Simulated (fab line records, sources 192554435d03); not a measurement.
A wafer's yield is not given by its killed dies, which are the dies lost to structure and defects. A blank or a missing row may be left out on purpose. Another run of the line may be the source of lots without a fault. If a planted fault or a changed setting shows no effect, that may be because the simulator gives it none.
Which tool was responsible? || flow n5_finfet || 24 lots with 72 wafers sampled at 3 steps, on a route of 1938 steps

== WHAT EACH GAUGE READ, for each wafer ==
N5_BEOL_M4_OVL_MEAS_12. Usual: for M4_OVL the level is 0.3 nm and the standard deviation is 0.69.
{"lot": "L074", "measured": "day 7 14:42", "on": "overlay-01", "M4_OVL (nm)": "1.0 -0.5 -0.1", "flag": ""}
{"lot": "L075", "measured": "day 7 14:54", "on": "overlay-02", "M4_OVL (nm)": "0.0 0.2 0.3", "flag": ""}
{"lot": "L076", "measured": "day 7 16:14", "on": "overlay-02", "M4_OVL (nm)": "1.7 1.3 1.9", "flag": ""}
{"lot": "L078", "measured": "day 8 16:29", "on": "overlay-01", "M4_OVL (nm)": "-0.5 0.4 -0.5", "flag": ""}
{"lot": "L077", "measured": "day 8 16:38", "on": "overlay-01", "M4_OVL (nm)": "1.2 0.9 1.2", "flag": ""}
{"lot": "L079", "measured": "day 8 20:26", "on": "overlay-01", "M4_OVL (nm)": "0.6 -1.1 0.1", "flag": ""}
{"lot": "L080", "measured": "day 9 07:10", "on": "overlay-01", "M4_OVL (nm)": "-0.2 -0.5 0.8", "flag": ""}
{"lot": "L081", "measured": "day 9 07:31", "on": "overlay-02", "M4_OVL (nm)": "0.8 -0.1 0.8", "flag": ""}
{"lot": "L083", "measured": "day 9 12:57", "on": "overlay-02", "M4_OVL (nm)": "0.6 0.8 0.9", "flag": ""}
{"lot": "L082", "measured": "day 9 22:06", "on": "overlay-01", "M4_OVL (nm)": "0.5 0.6 1.0", "flag": ""}
{"lot": "L084", "measured": "day 9 23:38", "on": "overlay-01", "M4_OVL (nm)": "-0.7 -0.1 0.7", "flag": ""}
{"lot": "L085", "measured": "day 10 03:37", "on": "overlay-01", "M4_OVL (nm)": "0.3 2.1 0.0", "flag": ""}
{"lot": "L088", "measured": "day 10 19:10", "on": "overlay-01", "M4_OVL (nm)": "-0.5 0.0 -0.3", "flag": ""}
{"lot": "L086", "measured": "day 10 20:27", "on": "overlay-01", "M4_OVL (nm)": "0.6 -0.3 1.4", "flag": ""}
{"lot": "L087", "measured": "day 11 05:12", "on": "overlay-02", "M4_OVL (nm)": "-0.1 -0.4 -0.5", "flag": ""}
{"lot": "L090", "measured": "day 11 10:32", "on": "overlay-01", "M4_OVL (nm)": "-0.2 0.0 0.0", "flag": ""}
{"lot": "L089", "measured": "day 11 13:32", "on": "overlay-01", "M4_OVL (nm)": "0.4 1.1 1.4", "flag": ""}
{"lot": "L092", "measured": "day 11 14:31", "on": "overlay-02", "M4_OVL (nm)": "0.4 -0.8 -0.6", "flag": ""}
{"lot": "L091", "measured": "day 11 18:41", "on": "overlay-02", "M4_OVL (nm)": "1.2 0.8 0.3", "flag": ""}
{"lot": "L093", "measured": "day 12 06:26", "on": "overlay-02", "M4_OVL (nm)": "0.3 0.3 0.5", "flag": ""}
{"lot": "L095", "measured": "day 12 11:25", "on": "overlay-01", "M4_OVL (nm)": "-0.6 -0.6 -1.3", "flag": ""}
{"lot": "L094", "measured": "day 12 18:18", "on": "overlay-01", "M4_OVL (nm)": "0.0 0.6 0.5", "flag": ""}
{"lot": "L096", "measured": "day 13 06:29", "on": "overlay-02", "M4_OVL (nm)": "-0.4 0.0 0.1", "flag": ""}
{"lot": "L097", "measured": "day 13 11:52", "on": "overlay-02", "M4_OVL (nm)": "-0.3 0.5 0.0", "flag": ""}

== WHICH TOOL RAN EACH LOT (tool, then ch and the chambers of the sampled wafers, then the start) ==
{"lot": "L074", "N5_BEOL_M3_SPUTTER_86": "pvd_sputter-02, day 7 09:55", "N5_BEOL_M3_ANNEAL_95": "pvd_sputter-02, day 7 10:52"}
{"lot": "L075", "N5_BEOL_M3_SPUTTER_86": "pvd_sputter-01, day 7 10:19", "N5_BEOL_M3_ANNEAL_95": "pvd_sputter-01, day 7 11:16"}
{"lot": "L076", "N5_BEOL_M3_SPUTTER_86": "pvd_sputter-03, day 7 12:46", "N5_BEOL_M3_ANNEAL_95": "pvd_sputter-03, day 7 13:43"}
{"lot": "L078", "N5_BEOL_M3_SPUTTER_86": "pvd_sputter-01, day 8 12:46", "N5_BEOL_M3_ANNEAL_95": "pvd_sputter-01, day 8 13:49"}
{"lot": "L077", "N5_BEOL_M3_SPUTTER_86": "pvd_sputter-02, day 8 13:23", "N5_BEOL_M3_ANNEAL_95": "pvd_sputter-02, day 8 14:21"}
{"lot": "L079", "N5_BEOL_M3_SPUTTER_86": "pvd_sputter-02, day 8 17:34", "N5_BEOL_M3_ANNEAL_95": "pvd_sputter-02, day 8 18:31"}
{"lot": "L080", "N5_BEOL_M3_SPUTTER_86": "pvd_sputter-01, day 9 04:07", "N5_BEOL_M3_ANNEAL_95": "pvd_sputter-01, day 9 05:05"}
{"lot": "L081", "N5_BEOL_M3_SPUTTER_86": "pvd_sputter-02, day 9 04:11", "N5_BEOL_M3_ANNEAL_95": "pvd_sputter-02, day 9 05:08"}
{"lot": "L083", "N5_BEOL_M3_SPUTTER_86": "pvd_sputter-03, day 9 08:57", "N5_BEOL_M3_ANNEAL_95": "pvd_sputter-03, day 9 09:55"}
{"lot": "L082", "N5_BEOL_M3_SPUTTER_86": "pvd_sputter-02, day 9 16:56", "N5_BEOL_M3_ANNEAL_95": "pvd_sputter-02, day 9 17:54"}
{"lot": "L084", "N5_BEOL_M3_SPUTTER_86": "pvd_sputter-02, day 9 19:55", "N5_BEOL_M3_ANNEAL_95": "pvd_sputter-02, day 9 20:52"}
{"lot": "L085", "N5_BEOL_M3_SPUTTER_86": "pvd_sputter-03, day 10 00:23", "N5_BEOL_M3_ANNEAL_95": "pvd_sputter-03, day 10 01:21"}
{"lot": "L088", "N5_BEOL_M3_SPUTTER_86": "pvd_sputter-01, day 10 14:29", "N5_BEOL_M3_ANNEAL_95": "pvd_sputter-01, day 10 15:26"}
{"lot": "L086", "N5_BEOL_M3_SPUTTER_86": "pvd_sputter-02, day 10 17:25", "N5_BEOL_M3_ANNEAL_95": "pvd_sputter-02, day 10 18:23"}
{"lot": "L087", "N5_BEOL_M3_SPUTTER_86": "pvd_sputter-01, day 11 00:00", "N5_BEOL_M3_ANNEAL_95": "pvd_sputter-01, day 11 00:58"}
{"lot": "L090", "N5_BEOL_M3_SPUTTER_86": "pvd_sputter-03, day 11 06:58", "N5_BEOL_M3_ANNEAL_95": "pvd_sputter-03, day 11 07:55"}
{"lot": "L089", "N5_BEOL_M3_SPUTTER_86": "pvd_sputter-02, day 11 09:38", "N5_BEOL_M3_ANNEAL_95": "pvd_sputter-02, day 11 10:35"}
{"lot": "L092", "N5_BEOL_M3_SPUTTER_86": "pvd_sputter-03, day 11 11:34", "N5_BEOL_M3_ANNEAL_95": "pvd_sputter-03, day 11 12:31"}
{"lot": "L091", "N5_BEOL_M3_SPUTTER_86": "pvd_sputter-01, day 11 12:29", "N5_BEOL_M3_ANNEAL_95": "pvd_sputter-01, day 11 13:27"}
{"lot": "L093", "N5_BEOL_M3_SPUTTER_86": "pvd_sputter-01, day 12 02:40", "N5_BEOL_M3_ANNEAL_95": "pvd_sputter-01, day 12 03:38"}
{"lot": "L095", "N5_BEOL_M3_SPUTTER_86": "pvd_sputter-01, day 12 04:33", "N5_BEOL_M3_ANNEAL_95": "pvd_sputter-01, day 12 05:31"}
{"lot": "L094", "N5_BEOL_M3_SPUTTER_86": "pvd_sputter-01, day 12 15:16", "N5_BEOL_M3_ANNEAL_95": "pvd_sputter-01, day 12 16:13"}
{"lot": "L096", "N5_BEOL_M3_SPUTTER_86": "pvd_sputter-01, day 13 03:07", "N5_BEOL_M3_ANNEAL_95": "pvd_sputter-01, day 13 04:04"}
{"lot": "L097", "N5_BEOL_M3_SPUTTER_86": "pvd_sputter-01, day 13 07:11", "N5_BEOL_M3_ANNEAL_95": "pvd_sputter-01, day 13 08:09"}
- N5_BEOL_M3_SPUTTER_86: material Cu, target thk 4.5 nm, time 8.29 s.
- N5_BEOL_M3_ANNEAL_95: time 240 s.

== WHAT THE TOOLS THEMSELVES READ (means of the sampled wafers that have a number; where no wafer has one, the mark that the record gives instead) ==
N5_BEOL_M3_SPUTTER_86. Usual: chuck_sensor_temp_C -16.4 C, standard deviation 0.38; throttle_valve_pct 29.9 %, standard deviation 1.1.
{"lot": "L074", "tool": "pvd_sputter-02", "chuck_sensor_temp_C (C)": -16.1, "throttle_valve_pct (%)": 29.1, "flag": ""}
{"lot": "L075", "tool": "pvd_sputter-01", "chuck_sensor_temp_C (C)": -16.5, "throttle_valve_pct (%)": 30.0, "flag": ""}
{"lot": "L076", "tool": "pvd_sputter-03", "chuck_sensor_temp_C (C)": -16.5, "throttle_valve_pct (%)": 29.8, "flag": ""}
{"lot": "L078", "tool": "pvd_sputter-01", "chuck_sensor_temp_C (C)": -16.3, "throttle_valve_pct (%)": 30.3, "flag": ""}
{"lot": "L077", "tool": "pvd_sputter-02", "chuck_sensor_temp_C (C)": -16.1, "throttle_valve_pct (%)": 30.2, "flag": ""}
{"lot": "L079", "tool": "pvd_sputter-02", "chuck_sensor_temp_C (C)": -16.4, "throttle_valve_pct (%)": 30.7, "flag": ""}
{"lot": "L080", "tool": "pvd_sputter-01", "chuck_sensor_temp_C (C)": -16.4, "throttle_valve_pct (%)": 30.4, "flag": ""}
{"lot": "L081", "tool": "pvd_sputter-02", "chuck_sensor_temp_C (C)": -16.1, "throttle_valve_pct (%)": 29.3, "flag": ""}
{"lot": "L083", "tool": "pvd_sputter-03", "chuck_sensor_temp_C (C)": -16.6, "throttle_valve_pct (%)": 29.6, "flag": ""}
{"lot": "L082", "tool": "pvd_sputter-02", "chuck_sensor_temp_C (C)": -16.2, "throttle_valve_pct (%)": 29.6, "flag": ""}
{"lot": "L084", "tool": "pvd_sputter-02", "chuck_sensor_temp_C (C)": -16.4, "throttle_valve_pct (%)": 31.0, "flag": ""}
{"lot": "L085", "tool": "pvd_sputter-03", "chuck_sensor_temp_C (C)": -16.7, "throttle_valve_pct (%)": 29.0, "flag": ""}
{"lot": "L088", "tool": "pvd_sputter-01", "chuck_sensor_temp_C (C)": -16.3, "throttle_valve_pct (%)": 29.4, "flag": ""}
{"lot": "L086", "tool": "pvd_sputter-02", "chuck_sensor_temp_C (C)": -16.1, "throttle_valve_pct (%)": 29.1, "flag": ""}
{"lot": "L087", "tool": "pvd_sputter-01", "chuck_sensor_temp_C (C)": -16.4, "throttle_valve_pct (%)": 30.8, "flag": ""}
{"lot": "L090", "tool": "pvd_sputter-03", "chuck_sensor_temp_C (C)": -16.3, "throttle_valve_pct (%)": 29.7, "flag": ""}
{"lot": "L089", "tool": "pvd_sputter-02", "chuck_sensor_temp_C (C)": -16.5, "throttle_valve_pct (%)": 31.1, "flag": ""}
{"lot": "L092", "tool": "pvd_sputter-03", "chuck_sensor_temp_C (C)": -16.7, "throttle_valve_pct (%)": 29.4, "flag": ""}
{"lot": "L091", "tool": "pvd_sputter-01", "chuck_sensor_temp_C (C)": -16.2, "throttle_valve_pct (%)": 29.6, "flag": ""}
{"lot": "L093", "tool": "pvd_sputter-01", "chuck_sensor_temp_C (C)": -16.6, "throttle_valve_pct (%)": 30.3, "flag": ""}
{"lot": "L095", "tool": "pvd_sputter-01", "chuck_sensor_temp_C (C)": -16.3, "throttle_valve_pct (%)": 29.3, "flag": ""}
{"lot": "L094", "tool": "pvd_sputter-01", "chuck_sensor_temp_C (C)": -16.4, "throttle_valve_pct (%)": 29.7, "flag": ""}
{"lot": "L096", "tool": "pvd_sputter-01", "chuck_sensor_temp_C (C)": -16.4, "throttle_valve_pct (%)": 29.7, "flag": ""}
{"lot": "L097", "tool": "pvd_sputter-01", "chuck_sensor_temp_C (C)": -16.5, "throttle_valve_pct (%)": 30.1, "flag": ""}

N5_BEOL_M3_ANNEAL_95. Usual: heater_power_w 805 W, standard deviation 48.
{"lot": "L074", "tool": "pvd_sputter-02", "heater_power_w (W)": 809, "flag": ""}
{"lot": "L075", "tool": "pvd_sputter-01", "heater_power_w (W)": 811, "flag": ""}
{"lot": "L076", "tool": "pvd_sputter-03", "heater_power_w (W)": 873, "flag": ""}
{"lot": "L078", "tool": "pvd_sputter-01", "heater_power_w (W)": 817, "flag": ""}
{"lot": "L077", "tool": "pvd_sputter-02", "heater_power_w (W)": 793, "flag": ""}
{"lot": "L079", "tool": "pvd_sputter-02", "heater_power_w (W)": 797, "flag": ""}
{"lot": "L080", "tool": "pvd_sputter-01", "heater_power_w (W)": 759, "flag": ""}
{"lot": "L081", "tool": "pvd_sputter-02", "heater_power_w (W)": 812, "flag": ""}
{"lot": "L083", "tool": "pvd_sputter-03", "heater_power_w (W)": 836, "flag": ""}
{"lot": "L082", "tool": "pvd_sputter-02", "heater_power_w (W)": 823, "flag": ""}
{"lot": "L084", "tool": "pvd_sputter-02", "heater_power_w (W)": 790, "flag": ""}
{"lot": "L085", "tool": "pvd_sputter-03", "heater_power_w (W)": 826, "flag": ""}
{"lot": "L088", "tool": "pvd_sputter-01", "heater_power_w (W)": 830, "flag": ""}
{"lot": "L086", "tool": "pvd_sputter-02", "heater_power_w (W)": 808, "flag": ""}
{"lot": "L087", "tool": "pvd_sputter-01", "heater_power_w (W)": 799, "flag": ""}
{"lot": "L090", "tool": "pvd_sputter-03", "heater_power_w (W)": 824, "flag": ""}
{"lot": "L089", "tool": "pvd_sputter-02", "heater_power_w (W)": 802, "flag": ""}
{"lot": "L092", "tool": "pvd_sputter-03", "heater_power_w (W)": 826, "flag": ""}
{"lot": "L091", "tool": "pvd_sputter-01", "heater_power_w (W)": 810, "flag": ""}
{"lot": "L093", "tool": "pvd_sputter-01", "heater_power_w (W)": 755, "flag": ""}
{"lot": "L095", "tool": "pvd_sputter-01", "heater_power_w (W)": 782, "flag": ""}
{"lot": "L094", "tool": "pvd_sputter-01", "heater_power_w (W)": 778, "flag": ""}
{"lot": "L096", "tool": "pvd_sputter-01", "heater_power_w (W)": 782, "flag": ""}
{"lot": "L097", "tool": "pvd_sputter-01", "heater_power_w (W)": 800, "flag": ""}

== THE ANSWER, worked out from the rows above alone ==
Rule: take the mean of a lot's wafers that have a number; if it is more than 3 standard deviations from the usual mean, the lot is off. Also off: a lot with no number at a reading for which 4 or more lots have one. All remaining lots with rows at the step are treated as sound. First the gauges in route order, then the tools' own readings, where a lot's mean is used as printed above. At the first step where some lot is off, the reading lying furthest off is the one used; lots without a number count as furthest.
Nothing can be told from this: no lot is off at any reading shown.

== WHAT HAD BEEN PUT IN BY THE SIMULATOR ==
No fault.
